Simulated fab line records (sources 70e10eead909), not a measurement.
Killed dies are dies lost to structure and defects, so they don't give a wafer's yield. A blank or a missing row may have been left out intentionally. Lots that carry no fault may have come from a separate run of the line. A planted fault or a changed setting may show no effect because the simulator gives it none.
A struck lot beside a sound one	flow nand harc	13 steps out of a route of 1302
Sound: the wafers L722.2, L722.4, L722.6. Struck: wafers L730.1, L730.2, L730.3. Last of all comes the cause.
Order at every step that has rows: each side's tool, ch and its chambers, its first start. Under that, the readings that differ: sound wafers	struck wafers	difference of the means	sigmas: that difference in standard deviations of wafers without a fault.
alike: readings with means less than 2 such deviations apart, plus words and numbers identical on both sides. not compared: withheld readings, readings lacking a value on some wafer, bounds such as >300 that could conceal the same value, and numbers that have no deviation in the record and whose values overlap.
The two part at a step that has a row with sigmas, a row that says differs or no value, or rows on one side only. When numbers do not overlap yet have no deviation, they are printed without sigmas and do not part them. A reading missing from all wafers of one side parts the sides only when that side holds two or more wafers.

first, 1 step without rows for these wafers: NHARC_A_STAIRCASE_TRIM_191 (chemistry O2, time 211.2 s).
NHARC_A_STAIRCASE_ETCH_192: etches the open film in C4F8/O2, target depth 100 nm, time 40.5 s.
  sound on rie diel-08 ch 0,1; struck on rie diel-04 ch 0,1,3
  alike: bias w, chamber pressure mTorr, oes product au, rf vpp V
  not compared: rf hours counter h
then, 3 steps without rows for these wafers: NHARC_A_STAIRCASE_TRIM_193 (chemistry O2, time 211.2 s); NHARC_A_STAIRCASE_ETCH_194 (etches the open film in C4F8/O2, target depth 100 nm, time 40.5 s); NHARC_A_STAIRCASE_TRIM_196 (chemistry O2, time 211.2 s).
NHARC_A_STAIRCASE_ETCH_197: etches the open film in C4F8/O2, target depth 100 nm, time 40.5 s.
  sound on rie diel-08 ch 0,1,3; struck on rie diel-04 ch 0,1,2
  alike: bias w, chamber pressure mTorr, oes product au, rf vpp V
  not compared: rf hours counter h
NHARC_A_STAIRCASE_TRIM_198: chemistry O2, time 211.2 s.
  sound on rie diel-08 ch 1,3; struck on rie diel-04 ch 0,1,3
  alike: drypump motor current A, oes product au, rf vpp V, showerhead plenum p Torr, throttle valve pct
  not compared: rf hours counter h
NHARC_A_STAIRCASE_ETCH_199: etches the open film in C4F8/O2, target depth 100 nm, time 40.5 s.
  sound on rie diel-08 ch 0,1,3; struck on rie diel-04 ch 0,2,3
  alike: bias w, chamber pressure mTorr, oes product au, rf vpp V
  not compared: rf hours counter h
then, 2 steps without rows for these wafers: NHARC_A_STAIRCASE_TRIM_200 (chemistry O2, time 211.2 s); NHARC_A_STAIRCASE_ETCH_201 (etches the open film in C4F8/O2, target depth 100 nm, time 40.5 s).
NHARC_A_STAIRCASE_TRIM_202: chemistry O2, time 211.2 s.
  sound on rie diel-08 ch 0,1; struck on rie diel-04 ch 0,1,3
  alike: drypump motor current A, oes product au, rf vpp V, showerhead plenum p Torr, throttle valve pct
  not compared: rf hours counter h
NHARC_A_STAIRCASE_ETCH_203: etches the open film in C4F8/O2, target depth 100 nm, time 40.5 s.
  sound on rie diel-08 ch 0,1,3, day 20 19:43; struck on rie diel-04 ch 1,2,3, day 24 03:02
  no value came back on the struck wafers for bias w (W), chamber pressure mTorr (mTorr), oes product au (a.u.), rf vpp V (V); on the sound wafers bias w (W) reads 996 1001 999
  not compared: rf hours counter h
-- jump in the record: it breaks off in module A_STAIRCASE and resumes in module END (first step shown: number 1302 of the route), and 9 days separate the struck wafers' starts before and after --
NHARC_END_SORT_01:
  sound on prober-02 ch 0, day 29 13:30; struck on prober-02 ch 0, day 32 21:02
reading	sound	struck	difference	sigmas
killed at array	21 27 23	663 669 666	+642	+32
killed dies	27 28 28	677 677 677	+649	+31
  alike: killed at other, killed at periphery, killed open, killed short

WHERE THEY PART
Earliest at NHARC_A_STAIRCASE_ETCH_203; latest, in this record, at NHARC_END_SORT_01.

WHY: whatever the simulator had introduced
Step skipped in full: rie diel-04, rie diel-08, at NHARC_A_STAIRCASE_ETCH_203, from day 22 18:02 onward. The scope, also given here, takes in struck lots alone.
